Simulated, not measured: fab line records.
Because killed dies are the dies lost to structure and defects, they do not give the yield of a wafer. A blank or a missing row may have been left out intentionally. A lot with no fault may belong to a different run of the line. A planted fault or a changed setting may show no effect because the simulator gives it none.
Matching of chambers + flow n5_finfet + N5_GATE_CUT_ETCH_58 on rie_diel-04 has 4 sister chambers
The step etches SiNx in CH3F/O2, target depth 17 nm, time 128.6 s. 8 wafers are shown with their chamber, then 8 later ones without.

WAFERS, EACH WITH ITS CHAMBER
| wafer  | chamber | drypump_motor_current_A (A) | showerhead_plenum_p_Torr (Torr) |
|--------|---------|-----------------------------|---------------------------------|
| L080.1 | 2       | 5.3                         | 2.06                            |
| L080.4 | 1       | 6.4                         | 2.03                            |
| L085.5 | 2       | 5.2                         | 2.05                            |
| L085.6 | 1       | 6.4                         | 2.03                            |
| L086.2 | 3       | 5.4                         | 2.04                            |
| L086.3 | 0       | 5.4                         | 1.93                            |
| L086.5 | 0       | 5.4                         | 1.93                            |
| L087.2 | 3       | 5.4                         | 2.04                            |

WAFERS WITH NO CHAMBER GIVEN
| wafer  | drypump_motor_current_A (A) | showerhead_plenum_p_Torr (Torr) |
|--------|-----------------------------|---------------------------------|
| L087.3 | 5.4                         | 1.93                            |
| L087.4 | 5.4                         | 2.04                            |
| L094.2 | 5.4                         | 2.04                            |
| L094.4 | 5.2                         | 2.05                            |
| L094.5 | 5.2                         | 2.05                            |
| L097.1 | 5.4                         | 2.03                            |
| L097.3 | 5.4                         | 1.92                            |
| L097.6 | 5.4                         | 1.92                            |

CHAMBER TAKEN BY EACH
| wafer  | from the rows above | in truth |
|--------|---------------------|----------|
| L087.3 | 0                   | 0        |
| L087.4 | 3                   | 3        |
| L094.2 | 3                   | 3        |
| L094.4 | 2                   | 2        |
| L094.5 | 2                   | 2        |
| L097.1 | 3                   | 3        |
| L097.3 | 0                   | 0        |
| L097.6 | 0                   | 0        |
Correctly placed: 8 of 8. Number that these rows cannot place: 0. 0 placed wrongly.
How it was worked out, from the rows above alone: a wafer's distance from a chamber is the root of the sum, over the readings, of the square of ((its reading less the chamber's mean) divided by the reading's scatter). If the next closest chamber is less than 2 further off than the closest, the wafer can't be placed; otherwise it belongs to the closest. For every chamber, the mean is computed from those of its wafers that are shown. The scatter: the root of (the sum of the squares of (reading less its chamber's mean) over the shown wafers, divided by (wafers less chambers)).
